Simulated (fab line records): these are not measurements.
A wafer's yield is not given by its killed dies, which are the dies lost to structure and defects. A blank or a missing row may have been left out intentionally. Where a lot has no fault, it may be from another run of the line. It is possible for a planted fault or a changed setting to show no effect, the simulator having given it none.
Chamber matching    flow nand harc    cmp-02 running NHARC_A_DECK1_JOINT_CMP_02: 4 sister chambers
The step polishes SiOx. 4 wafers are shown with their chamber, then 7 later ones without.

== WAFERS WITH THEIR CHAMBER ==
wafer   chamber  motor current A (A)
L198.6  3        11.1
L201.5  1        11.5
L209.1  0        14.1
L209.3  2        13.2

== WAFERS WHOSE CHAMBER IS MISSING ==
wafer   motor current A (A)
L209.4  12.4
L214.4  12.9
L214.5  12.3
L214.6  12.8
L215.1  11.1
L215.4  12.5
L215.6  13.2

== EACH ONE'S CHAMBER ==
wafer   from the rows above                in truth
L209.4  can't be placed: 2 or 1 or 3 or 0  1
L214.4  can't be placed: 2 or 0            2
L214.5  can't be placed: 1 or 2 or 3 or 0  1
L214.6  can't be placed: 2 or 0 or 1       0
L215.1  can't be placed: 3 or 1            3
L215.4  can't be placed: 2 or 1 or 3 or 0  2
L215.6  can't be placed: 2 or 0            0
Correctly placed: 0 of 7. From these rows, 7 cannot be placed; in 7 the true chamber is one of the candidates. Placed wrongly: 0.
How it was worked out, from the rows above alone: a wafer's distance from a chamber is the root of the sum, over the readings, of the square of ((its reading less the chamber's mean) divided by the reading's scatter). If the next closest chamber is less than 2 further off than the closest, the wafer can't be placed; otherwise it belongs to the closest. A chamber's mean is the mean of its shown wafers. The scatter: root of mean squared gap, hidden wafer to nearest shown wafer, with one shown wafer a chamber.
